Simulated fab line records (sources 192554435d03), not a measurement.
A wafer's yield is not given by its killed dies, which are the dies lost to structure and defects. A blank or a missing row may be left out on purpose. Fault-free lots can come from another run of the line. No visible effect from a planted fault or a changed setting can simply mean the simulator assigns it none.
Which tool did it? :: flow n5_finfet :: 24 lots, 72 wafers sampled, at 3 steps of a route of 1938

## WHAT THE GAUGES READ, wafer by wafer
N5_PMOS_HMC_CHANNEL_EPI_THK_MEAS_22. Usual: HMC_CMP_THK 53.8 nm, standard deviation 0.65.
lot: L074
measured: day 1 20:04
on: film_metro-01
HMC_CMP_THK (nm): 53.5 52.9 53.7
flag: 

lot: L075
measured: day 2 03:07
on: film_metro-02
HMC_CMP_THK (nm): 54.5 54.5 54.8
flag: 

lot: L076
measured: day 2 07:59
on: film_metro-01
HMC_CMP_THK (nm): 54.0 55.0 54.3
flag: 

lot: L077
measured: day 2 13:53
on: film_metro-01
HMC_CMP_THK (nm): 54.1 52.7 54.0
flag: 

lot: L078
measured: day 2 20:26
on: film_metro-01
HMC_CMP_THK (nm): 54.7 54.2 54.8
flag: 

lot: L079
measured: day 3 02:43
on: film_metro-02
HMC_CMP_THK (nm): 54.3 54.3 54.6
flag: 

lot: L080
measured: day 3 08:32
on: film_metro-01
HMC_CMP_THK (nm): 54.5 54.2 53.4
flag: 

lot: L081
measured: day 3 15:44
on: film_metro-01
HMC_CMP_THK (nm): 53.5 52.9 53.4
flag: 

lot: L082
measured: day 3 20:40
on: film_metro-02
HMC_CMP_THK (nm): 54.7 54.9 54.2
flag: 

lot: L083
measured: day 4 02:25
on: film_metro-01
HMC_CMP_THK (nm): 53.5 53.4 53.3
flag: 

lot: L084
measured: day 4 08:02
on: film_metro-02
HMC_CMP_THK (nm): 53.2 53.2 52.8
flag: 

lot: L085
measured: day 4 15:02
on: film_metro-01
HMC_CMP_THK (nm): 54.1 54.7 54.6
flag: 

lot: L086
measured: day 4 20:29
on: film_metro-02
HMC_CMP_THK (nm): 53.7 53.7 53.9
flag: 

lot: L087
measured: day 5 03:28
on: film_metro-02
HMC_CMP_THK (nm): 54.0 54.3 52.9
flag: 

lot: L088
measured: day 5 08:22
on: film_metro-02
HMC_CMP_THK (nm): 53.4 53.6 53.5
flag: 

lot: L089
measured: day 5 15:12
on: film_metro-01
HMC_CMP_THK (nm): 53.1 54.2 53.7
flag: 

lot: L090
measured: day 5 20:55
on: film_metro-01
HMC_CMP_THK (nm): 53.4 53.8 53.6
flag: 

lot: L091
measured: day 6 02:30
on: film_metro-01
HMC_CMP_THK (nm): 53.1 53.7 53.7
flag: 

lot: L092
measured: day 6 07:50
on: film_metro-02
HMC_CMP_THK (nm): 53.3 53.9 54.0
flag: 

lot: L093
measured: day 6 15:08
on: film_metro-02
HMC_CMP_THK (nm): 53.6 53.5 53.4
flag: 

lot: L094
measured: day 6 20:34
on: film_metro-01
HMC_CMP_THK (nm): 52.6 54.7 54.6
flag: 

lot: L095
measured: day 7 01:55
on: film_metro-02
HMC_CMP_THK (nm): 53.5 54.0 53.5
flag: 

lot: L096
measured: day 7 08:08
on: film_metro-02
HMC_CMP_THK (nm): 53.6 53.3 53.9
flag: 

lot: L097
measured: day 7 13:11
on: film_metro-01
HMC_CMP_THK (nm): 53.7 53.6 53.3
flag: 

N5_DUMMY_GATE_CD_MEAS_15: the cd target is 25.8 nm. Usual: cd_nm 25.07 nm, standard deviation 0.25.
lot: L074
measured: day 2 22:37
on: cd_sem-02
cd_nm (nm): 24.95 25.25 24.63
flag: 

lot: L075
measured: day 3 06:44
on: cd_sem-02
cd_nm (nm): 25.20 25.02 24.70
flag: 

lot: L076
measured: day 3 11:52
on: cd_sem-01
cd_nm (nm): 24.86 24.76 24.79
flag: 

lot: L077
measured: day 4 00:53
on: cd_sem-03
cd_nm (nm): 25.42 24.70 25.11
flag: 

lot: L078
measured: day 4 04:56
on: cd_sem-03
cd_nm (nm): 25.01 25.37 25.42
flag: 

lot: L079
measured: day 4 08:50
on: cd_sem-01
cd_nm (nm): 24.87 25.35 24.76
flag: 

lot: L080
measured: day 4 13:44
on: cd_sem-03
cd_nm (nm): 24.89 25.03 24.71
flag: 

lot: L081
measured: day 4 17:32
on: cd_sem-02
cd_nm (nm): 25.00 24.69 25.48
flag: 

lot: L082
measured: day 4 22:50
on: cd_sem-01
cd_nm (nm): 25.03 24.84 25.16
flag: 

lot: L083
measured: day 5 04:37
on: cd_sem-02
cd_nm (nm): 25.10 25.28 25.37
flag: 

lot: L084
measured: day 5 10:22
on: cd_sem-01
cd_nm (nm): 25.35 24.95 25.19
flag: 

lot: L085
measured: day 5 18:55
on: cd_sem-02
cd_nm (nm): 25.12 25.39 25.15
flag: 

lot: L086
measured: day 5 23:16
on: cd_sem-02
cd_nm (nm): 25.09 25.39 24.90
flag: 

lot: L087
measured: day 6 04:40
on: cd_sem-01
cd_nm (nm): 25.12 25.27 25.01
flag: 

lot: L088
measured: day 6 10:14
on: cd_sem-02
cd_nm (nm): 24.84 24.89 25.14
flag: 

lot: L089
measured: day 6 18:49
on: cd_sem-02
cd_nm (nm): 25.17 25.69 24.97
flag: 

lot: L090
measured: day 7 07:48
on: cd_sem-02
cd_nm (nm): 25.07 24.42 24.94
flag: 

lot: L091
measured: day 7 07:36
on: cd_sem-02
cd_nm (nm): 24.97 25.15 24.58
flag: 

lot: L092
measured: day 7 15:30
on: cd_sem-01
cd_nm (nm): 25.35 25.26 24.88
flag: 

lot: L093
measured: day 7 20:57
on: cd_sem-03
cd_nm (nm): 24.67 25.21 25.56
flag: 

lot: L094
measured: day 8 05:10
on: cd_sem-03
cd_nm (nm): 24.81 25.03 25.27
flag: 

lot: L095
measured: day 8 04:59
on: cd_sem-03
cd_nm (nm): 25.11 25.12 24.91
flag: 

lot: L096
measured: day 8 12:52
on: cd_sem-03
cd_nm (nm): 25.07 25.66 25.47
flag: 

lot: L097
measured: day 8 17:17
on: cd_sem-03
cd_nm (nm): 24.97 25.22 24.91
flag: 

## EACH LOT AND THE TOOL THAT RAN IT (in order: tool; ch and the chambers of the sampled wafers; start)
lot: L074
N5_FIN_CUT_PRECLEAN_35: vapor_etch-02 ch 0,1, day 2 03:54

lot: L075
N5_FIN_CUT_PRECLEAN_35: vapor_etch-02 ch 0,1, day 2 10:25

lot: L076
N5_FIN_CUT_PRECLEAN_35: vapor_etch-02 ch 0,1, day 2 16:18

lot: L077
N5_FIN_CUT_PRECLEAN_35: vapor_etch-02 ch 0,1, day 3 04:12

lot: L078
N5_FIN_CUT_PRECLEAN_35: vapor_etch-02 ch 0,1, day 3 08:53

lot: L079
N5_FIN_CUT_PRECLEAN_35: vapor_etch-01 ch 0,1, day 3 12:45

lot: L080
N5_FIN_CUT_PRECLEAN_35: vapor_etch-01 ch 0,1, day 3 17:44

lot: L081
N5_FIN_CUT_PRECLEAN_35: vapor_etch-01 ch 0,1, day 3 23:19

lot: L082
N5_FIN_CUT_PRECLEAN_35: vapor_etch-02 ch 0,1, day 4 04:31

lot: L083
N5_FIN_CUT_PRECLEAN_35: vapor_etch-01 ch 0,1, day 4 10:57

lot: L084
N5_FIN_CUT_PRECLEAN_35: vapor_etch-01 ch 0,1, day 4 16:01

lot: L085
N5_FIN_CUT_PRECLEAN_35: vapor_etch-01 ch 0,1, day 4 23:34

lot: L086
N5_FIN_CUT_PRECLEAN_35: vapor_etch-02 ch 0,1, day 5 05:35

lot: L087
N5_FIN_CUT_PRECLEAN_35: vapor_etch-01 ch 0,1, day 5 10:56

lot: L088
N5_FIN_CUT_PRECLEAN_35: vapor_etch-02 ch 0,1, day 5 16:07

lot: L089
N5_FIN_CUT_PRECLEAN_35: vapor_etch-02 ch 0,1, day 5 23:10

lot: L090
N5_FIN_CUT_PRECLEAN_35: vapor_etch-01 ch 0,1, day 6 05:49

lot: L091
N5_FIN_CUT_PRECLEAN_35: vapor_etch-02 ch 0,1, day 6 11:11

lot: L092
N5_FIN_CUT_PRECLEAN_35: vapor_etch-02 ch 0,1, day 6 15:34

lot: L093
N5_FIN_CUT_PRECLEAN_35: vapor_etch-01 ch 0,1, day 7 01:19

lot: L094
N5_FIN_CUT_PRECLEAN_35: vapor_etch-01 ch 0,1, day 7 06:22

lot: L095
N5_FIN_CUT_PRECLEAN_35: vapor_etch-02 ch 1, day 7 10:22

lot: L096
N5_FIN_CUT_PRECLEAN_35: vapor_etch-02 ch 0, day 7 15:58

lot: L097
N5_FIN_CUT_PRECLEAN_35: vapor_etch-02 ch 0, day 7 21:01
- N5_FIN_CUT_PRECLEAN_35: cleans in vHF, time 13.3 s.

## WHAT THE TOOLS THEMSELVES READ (means of the sampled wafers that have a number; where no wafer has one, the mark that the record gives instead)
N5_FIN_CUT_PRECLEAN_35. Usual: drypump_motor_current_A 5.9 A, standard deviation 0.35; foreline_p_Torr 0.1279 Torr, standard deviation 0.00036.
lot: L074
tool: vapor_etch-02
drypump_motor_current_A (A): 6.2
foreline_p_Torr (Torr): 0.1279
flag: 

lot: L075
tool: vapor_etch-02
drypump_motor_current_A (A): 6.2
foreline_p_Torr (Torr): 0.1280
flag: 

lot: L076
tool: vapor_etch-02
drypump_motor_current_A (A): 6.2
foreline_p_Torr (Torr): 0.1280
flag: 

lot: L077
tool: vapor_etch-02
drypump_motor_current_A (A): 6.1
foreline_p_Torr (Torr): 0.1277
flag: 

lot: L078
tool: vapor_etch-02
drypump_motor_current_A (A): 6.2
foreline_p_Torr (Torr): 0.1280
flag: 

lot: L079
tool: vapor_etch-01
drypump_motor_current_A (A): 5.5
foreline_p_Torr (Torr): 0.1278
flag: 

lot: L080
tool: vapor_etch-01
drypump_motor_current_A (A): 5.5
foreline_p_Torr (Torr): 0.1277
flag: 

lot: L081
tool: vapor_etch-01
drypump_motor_current_A (A): 5.5
foreline_p_Torr (Torr): 0.1280
flag: 

lot: L082
tool: vapor_etch-02
drypump_motor_current_A (A): 6.1
foreline_p_Torr (Torr): 0.1280
flag: 

lot: L083
tool: vapor_etch-01
drypump_motor_current_A (A): 5.6
foreline_p_Torr (Torr): 0.1277
flag: 

lot: L084
tool: vapor_etch-01
drypump_motor_current_A (A): 5.5
foreline_p_Torr (Torr): 0.1279
flag: 

lot: L085
tool: vapor_etch-01
drypump_motor_current_A (A): 5.5
foreline_p_Torr (Torr): 0.1275
flag: 

lot: L086
tool: vapor_etch-02
drypump_motor_current_A (A): 6.2
foreline_p_Torr (Torr): 0.1280
flag: 

lot: L087
tool: vapor_etch-01
drypump_motor_current_A (A): 5.5
foreline_p_Torr (Torr): 0.1278
flag: 

lot: L088
tool: vapor_etch-02
drypump_motor_current_A (A): 6.2
foreline_p_Torr (Torr): 0.1279
flag: 

lot: L089
tool: vapor_etch-02
drypump_motor_current_A (A): 6.1
foreline_p_Torr (Torr): 0.1278
flag: 

lot: L090
tool: vapor_etch-01
drypump_motor_current_A (A): 5.5
foreline_p_Torr (Torr): 0.1279
flag: 

lot: L091
tool: vapor_etch-02
drypump_motor_current_A (A): 6.2
foreline_p_Torr (Torr): 0.1275
flag: 

lot: L092
tool: vapor_etch-02
drypump_motor_current_A (A): 6.1
foreline_p_Torr (Torr): 0.1279
flag: 

lot: L093
tool: vapor_etch-01
drypump_motor_current_A (A): 5.5
foreline_p_Torr (Torr): 0.1283
flag: 

lot: L094
tool: vapor_etch-01
drypump_motor_current_A (A): 5.5
foreline_p_Torr (Torr): 0.1284
flag: 

lot: L095
tool: vapor_etch-02
drypump_motor_current_A (A): 6.0
foreline_p_Torr (Torr): 0.1280
flag: 

lot: L096
tool: vapor_etch-02
drypump_motor_current_A (A): 6.3
foreline_p_Torr (Torr): 0.1281
flag: 

lot: L097
tool: vapor_etch-02
drypump_motor_current_A (A): 6.3
foreline_p_Torr (Torr): 0.1282
flag: 

## THE ANSWER, worked out from the rows above alone
Rule: a lot is off if the mean of its wafers that have a number lies more than 3 standard deviations from the usual mean. Also off: a lot with no number at a reading for which 4 or more lots have one. Where the step has rows for the other lots, those lots are counted as sound. First the gauges in route order, then the tools' own readings, where a lot's mean is used as printed above. At the first step where some lot is off, the reading lying furthest off is the one used; lots without a number count as furthest.
No lot is off on any of the readings shown, so nothing can be concluded from this.

## WHAT WAS PUT IN BY THE SIMULATOR
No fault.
